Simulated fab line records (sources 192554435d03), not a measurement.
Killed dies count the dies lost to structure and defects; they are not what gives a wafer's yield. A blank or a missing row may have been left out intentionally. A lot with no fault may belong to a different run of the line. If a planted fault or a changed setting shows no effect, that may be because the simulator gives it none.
A lot that was struck, set against a sound lot -- flow n5Finfet -- 25 steps out of a route of 1938
Sound: these wafers, L183.1, L183.2, L183.6. The struck wafers were L189.2, L189.3, L189.5. The cause is given at the end.
For every step that has rows: the tool of each side, followed by ch and its chambers, followed by its first start. Under that, the readings that differ: sound wafers -- struck wafers -- difference of the means -- sigmas: that difference in standard deviations of wafers without a fault.
alike: readings with means less than 2 such deviations apart, plus words and numbers identical on both sides. not compared: withheld readings, readings lacking a value on some wafer, bounds such as >300 that could conceal the same value, and numbers that have no deviation in the record and whose values overlap.
Wherever a step has rows on one side only, a row that says differs or no value, or a row with sigmas, the two part there. Numbers that have no deviation but don't overlap get no sigmas and don't part them. A reading that every wafer of one side lacks parts them only if that side has two wafers or more.

first, 9 steps without rows for these wafers: N5_FIN_SAQP_COAT_50 (time 60 s, resist thk 35 nm); N5_FIN_SAQP_COAT_10 (resist thk 90 nm); N5_FIN_SAQP_EBR_12; N5_FIN_SAQP_SOFTBAKE_11 (time 60 s); N5_FIN_SAQP_EXPOSE_13 (exposes mask FIN CORE, target cd 35.6 nm); N5_FIN_SAQP_PEB_14 (peb time 60 s); N5_FIN_SAQP_DEVELOP_15 (develop time 30 s); N5_FIN_SAQP_DESCUM_21 (chemistry O2, time 7.9 s); N5_FIN_SAQP_ETCH_51 (etches SiARC in CF4, target depth 45.5 nm, time 75.8 s).
N5_FIN_SAQP_ETCH_52: etches SOC in N2/H2, target depth 100 nm, overetch 20 nm, time 150 s.
  sound on rieDiel-04 ch 0,1,2, day 2 03:58; struck on rieDiel-04 ch 0,3, day 3 16:02
  no value came back on the struck wafers for any of 7 readings (biasW (W), chamberPressureMTorr (mTorr) and others); on the sound wafers biasW (W) reads 150.1 150.2 150.1
reading,sound,struck,difference,sigmas
model.CAR-ArF_of_FIN_SAQP_COAT_10.thkNm (nm),0 0 0,50.52 50.24 50.35,+50.37,
model.SiARC_of_FIN_SAQP_COAT_50.thkNm (nm),29.11 28.82 29,34.95 34.98 35.08,+6.03,
  not compared: rfHoursCounterH
then, 1 step without rows for these wafers: N5_FIN_SAQP_STRIP_53 (strips in N2/H2).
N5_FIN_SAQP_HM_OPEN_73: chemistry CHF3/O2, target SiO2, stops on a-Si, target depth 12 nm, time 16.8 s.
  sound on rieDiel-04 ch 0,1,2, day 2 04:05; struck on rieDiel-04 ch 0,3, day 3 16:08
reading,sound,struck,difference,sigmas
oesProductAu (a.u.),0.43 0.57 0.43,0.26 0.35 0.35,-0.16,-3
model.SiARC_of_FIN_SAQP_COAT_50.thkNm (nm),5.141 4.306 5.152,10.86 10.3 10.49,+5.68,
  alike: CHF3_flow_sccm, drypumpMotorCurrentA, oes_ar_750_au, rfVppV, showerheadPlenumPTorr, throttleValvePct
  not compared: rfHoursCounterH
then, 1 step without rows for these wafers: N5_FIN_SAQP_STRIP_74 (strips in CHF3/O2).
N5_FIN_SAQP_MANDREL_ETCH_22: etches a-Si in HBr/Cl2, stops on SiNx, target depth 60 nm, bt time 10 s, time 30 s.
  sound on rieSi-04 ch 0,1,3, day 2 04:10; struck on rieSi-03 ch 1,2, day 3 16:13
reading,sound,struck,difference,sigmas
oesProductAu (a.u.),0.740 0.730 0.753,0.300 0.324 0.301,-0.433,-25
throttleValvePct (%),35.07 34.99 35.29,36.55 36.01 36.54,+1.25,+6
  alike: HBr_flow_sccm, biasW, drypumpMotorCurrentA
  not compared: rfHoursCounterH
then, 5 steps without rows for these wafers: N5_FIN_SAQP_STRIP_55 (strips in N2/H2); N5_FIN_SAQP_STRIP_23 (strips in SPM, time 750 s); N5_FIN_SAQP_SRD_66 (time 30 s); N5_FIN_SAQP_RECESS_75 (chemistry HF/NH3, target SiO2, target depth 14.4 nm, afs cycles 3, sublimation time 60 s); N5_FIN_SAQP_SPACER1_ALD_24 (deposits SiO2, target thk 20.3 nm, pulse time 1 s, purge time 2 s).
N5_FIN_SAQP_SPACER1_ETCHBACK_25: etches SiO2 in CHF3/O2, target depth 24.4 nm, time 12.2 s.
  sound on rieDiel-02 ch 0,1,3, day 2 05:49; struck on rieDiel-02 ch 0,1,2, day 3 17:45
reading,sound,struck,difference,sigmas
oesProductAu (a.u.),0.73 0.71 0.67,0.32 0.27 0.26,-0.42,-5
  alike: CHF3_flow_sccm, drypumpMotorCurrentA, oes_ar_750_au, rfVppV, showerheadPlenumPTorr, throttleValvePct
  not compared: rfHoursCounterH
N5_FIN_SAQP_MANDREL1_REMOVE_56: chemistry HBr/Cl2/O2, target a-Si, stops on SiNx, bt time 10 s.
  sound on rieSi-03 ch 0,3, day 2 05:54; struck on rieSi-02 ch 1,2, day 3 17:50
reading,sound,struck,difference,sigmas
oesProductAu (a.u.),1.000 0.985 1.009,0.383 0.386 0.385,-0.613,-32
  alike: drypumpMotorCurrentA, throttleValvePct
  not compared: rfHoursCounterH
N5_FIN_SAQP_CD_MEAS_27 targets a cd of 20 nm.
  sound on cdSem-01 ch 0, day 2 06:00; struck on cdSem-01 ch 0, day 3 17:57
reading,sound,struck,difference,sigmas
cdNm (nm),20.45 19.77 20.43,- - -,no value on the struck wafers,
then, 1 step without rows for these wafers: N5_FIN_SAQP_ETCH_57 (etches SiNx in CH3F/O2, target depth 32.5 nm, time 46.4 s).
N5_BEOL_M4_RC_MEAS_101:
  the record has rows for the sound wafers here (prober-01 ch 0, day 8 05:14) and none for the struck ones
-- the record jumps here: 10 days lie between the struck wafers' starts before and after (it left off in module BEOL_M4 and takes up again in module PASSIVATION, whose first step shown is number 1936 of the route) --
N5_PASSIVATION_PROBE_49:
  rows exist in the record for the struck wafers here (prober-01, day 13 20:35), but not for the sound ones

WHERE THEY PART
Earliest at N5_FIN_SAQP_ETCH_52; latest, in this record, at N5_PASSIVATION_PROBE_49.

WHY: what had been put in by the simulator
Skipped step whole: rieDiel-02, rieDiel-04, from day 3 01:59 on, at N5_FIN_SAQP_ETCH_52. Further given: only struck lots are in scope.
